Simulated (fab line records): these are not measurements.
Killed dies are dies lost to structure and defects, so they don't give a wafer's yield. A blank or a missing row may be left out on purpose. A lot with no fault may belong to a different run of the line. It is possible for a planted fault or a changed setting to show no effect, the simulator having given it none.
Split-lot study || flow n5 finfet || route with 1938 steps; 7 lots, 21 wafers read

== ABOUT THE SPLIT ==
At N5_BEOL_M2_ALD_98 (deposits SiO2, target thk 2.5 nm, pulse time 1 s, co reactant pulse time 1 s), the setting ald cycles was moved away from the recipe's 17 on 10 of the 21 wafers read, by -17.6% to +5.9%. The other wafers ran this setting at the recipe's value.

The reading comes from the split's own step.

== THE READING ==
SiO2_of_BEOL_M2_ALD_98.thk nm (the simulator's own value, which no gauge read), in nm, at N5_BEOL_M2_ALD_98 (deposits SiO2, target thk 2.5 nm, pulse time 1 s, co reactant pulse time 1 s). There is no usual value for it anywhere in the file. Here, 11 wafers ran the recipe; their average is 2.5 nm with a standard deviation of 0.096 nm.

{"wafer": "L075.2", "tool, chamber at the split": "ald sin-04, 0", "ald cycles as run": 17, "against the recipe": "recipe", "SiO2_of_BEOL_M2_ALD_98.thk nm, nm": 2.4, "against lot-mates on the recipe": "-"}
{"wafer": "L075.4", "tool, chamber at the split": "ald sin-04, 1,3", "ald cycles as run": 15, "against the recipe": "-11.8%", "SiO2_of_BEOL_M2_ALD_98.thk nm, nm": 2.2, "against lot-mates on the recipe": -0.2}
{"wafer": "L075.5", "tool, chamber at the split": "ald sin-04, 1,3", "ald cycles as run": 15, "against the recipe": "-11.8%", "SiO2_of_BEOL_M2_ALD_98.thk nm, nm": 2.2, "against lot-mates on the recipe": -0.2}
{"wafer": "L081.4", "tool, chamber at the split": "ald sin-03, 1", "ald cycles as run": 15, "against the recipe": "-11.8%", "SiO2_of_BEOL_M2_ALD_98.thk nm, nm": 2.2, "against lot-mates on the recipe": -0.4}
{"wafer": "L081.5", "tool, chamber at the split": "ald sin-03, 0,3", "ald cycles as run": 17, "against the recipe": "recipe", "SiO2_of_BEOL_M2_ALD_98.thk nm, nm": 2.6, "against lot-mates on the recipe": "-"}
{"wafer": "L081.6", "tool, chamber at the split": "ald sin-03, 0,3", "ald cycles as run": 17, "against the recipe": "recipe", "SiO2_of_BEOL_M2_ALD_98.thk nm, nm": 2.6, "against lot-mates on the recipe": "-"}
{"wafer": "L082.2", "tool, chamber at the split": "ald sin-01, 1,2,2", "ald cycles as run": 17, "against the recipe": "recipe", "SiO2_of_BEOL_M2_ALD_98.thk nm, nm": 2.4, "against lot-mates on the recipe": "-"}
{"wafer": "L082.3", "tool, chamber at the split": "ald sin-01, 1,2,2", "ald cycles as run": 17, "against the recipe": "recipe", "SiO2_of_BEOL_M2_ALD_98.thk nm, nm": 2.4, "against lot-mates on the recipe": "-"}
{"wafer": "L082.6", "tool, chamber at the split": "ald sin-01, 1,2,2", "ald cycles as run": 17, "against the recipe": "recipe", "SiO2_of_BEOL_M2_ALD_98.thk nm, nm": 2.4, "against lot-mates on the recipe": "-"}
{"wafer": "L085.1", "tool, chamber at the split": "ald sin-03, 2", "ald cycles as run": 17, "against the recipe": "recipe", "SiO2_of_BEOL_M2_ALD_98.thk nm, nm": 2.6, "against lot-mates on the recipe": "-"}
{"wafer": "L085.2", "tool, chamber at the split": "ald sin-03, 0,1", "ald cycles as run": 14, "against the recipe": "-17.6%", "SiO2_of_BEOL_M2_ALD_98.thk nm, nm": 2, "against lot-mates on the recipe": -0.6}
{"wafer": "L085.5", "tool, chamber at the split": "ald sin-03, 0,1", "ald cycles as run": 14, "against the recipe": "-17.6%", "SiO2_of_BEOL_M2_ALD_98.thk nm, nm": 2, "against lot-mates on the recipe": -0.6}
{"wafer": "L088.2", "tool, chamber at the split": "ald sin-01, 3,3,0", "ald cycles as run": 18, "against the recipe": "+5.9%", "SiO2_of_BEOL_M2_ALD_98.thk nm, nm": 2.6, "against lot-mates on the recipe": "no lot-mate on the recipe"}
{"wafer": "L088.5", "tool, chamber at the split": "ald sin-01, 3,3,0", "ald cycles as run": 18, "against the recipe": "+5.9%", "SiO2_of_BEOL_M2_ALD_98.thk nm, nm": 2.6, "against lot-mates on the recipe": "no lot-mate on the recipe"}
{"wafer": "L088.6", "tool, chamber at the split": "ald sin-01, 3,3,0", "ald cycles as run": 18, "against the recipe": "+5.9%", "SiO2_of_BEOL_M2_ALD_98.thk nm, nm": 2.6, "against lot-mates on the recipe": "no lot-mate on the recipe"}
{"wafer": "L093.2", "tool, chamber at the split": "ald sin-04, 3", "ald cycles as run": 17, "against the recipe": "recipe", "SiO2_of_BEOL_M2_ALD_98.thk nm, nm": 2.6, "against lot-mates on the recipe": "-"}
{"wafer": "L093.4", "tool, chamber at the split": "ald sin-04, 2,0", "ald cycles as run": 17, "against the recipe": "recipe", "SiO2_of_BEOL_M2_ALD_98.thk nm, nm": 2.4, "against lot-mates on the recipe": "-"}
{"wafer": "L093.6", "tool, chamber at the split": "ald sin-04, 2,0", "ald cycles as run": 17, "against the recipe": "recipe", "SiO2_of_BEOL_M2_ALD_98.thk nm, nm": 2.4, "against lot-mates on the recipe": "-"}
{"wafer": "L095.1", "tool, chamber at the split": "ald sin-01, 0", "ald cycles as run": 17, "against the recipe": "recipe", "SiO2_of_BEOL_M2_ALD_98.thk nm, nm": 2.4, "against lot-mates on the recipe": "-"}
{"wafer": "L095.3", "tool, chamber at the split": "ald sin-01, 3", "ald cycles as run": 18, "against the recipe": "+5.9%", "SiO2_of_BEOL_M2_ALD_98.thk nm, nm": 2.6, "against lot-mates on the recipe": "+0.2"}
{"wafer": "L095.4", "tool, chamber at the split": "ald sin-01, 3", "ald cycles as run": 18, "against the recipe": "+5.9%", "SiO2_of_BEOL_M2_ALD_98.thk nm, nm": 2.6, "against lot-mates on the recipe": "+0.2"}
If several chambers appear in one row, that row covers several wafers at once and the file leaves open which wafer was in which chamber.

FIT RESULTS
A straight line over all 21 wafers: SiO2_of_BEOL_M2_ALD_98.thk nm changes by +0.0246 nm for each +1% of ald cycles; r = +0.93; the points scatter about the line by 0.075 nm.
The same after taking each lot's own level away (the mean of its wafers on the recipe; 18 wafers): +0.0303 nm for each +1%; r = +0.95; scatter 0.073 nm.
The reading moves by 0.53 nm for the largest change in ald cycles, on that fit.
The lots' own levels span 2.40 to 2.60 nm, that is 2.1 times the standard deviation above.
So the lot-to-lot level changes the slope: the two fits differ.
Check: with one of the wafers moved furthest among these (-17.6%) left out of the fit, the line predicts -0.495 nm for it against its lot-mates. It came out at -0.6 nm against them.

== FURTHER SPLITS ON THESE WAFERS ==
These wafers also went through other splits before the reading. Each is held against what the fit with the lots' levels taken away leaves over:
{"other split on the same wafers": "N5_BEOL_M0_SAQP_ETCH_106 target depth a", "wafers away from the commonest value": 11, "r with SiO2_of_BEOL_M2_ALD_98.thk nm (lot level and that fit taken away)": -0.01}
{"other split on the same wafers": "N5_BEOL_M1_PECVD_72 time s", "wafers away from the commonest value": 10, "r with SiO2_of_BEOL_M2_ALD_98.thk nm (lot level and that fit taken away)": -0.35}
{"other split on the same wafers": "N5_BEOL_M1_COAT_05 spin rpm", "wafers away from the commonest value": 9, "r with SiO2_of_BEOL_M2_ALD_98.thk nm (lot level and that fit taken away)": -0.28}

== THE FILE'S OWN FIT ==
SiO2_of_BEOL_M2_ALD_98.thk nm changes by +0.0302 nm for each +1% of ald cycles, r = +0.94.
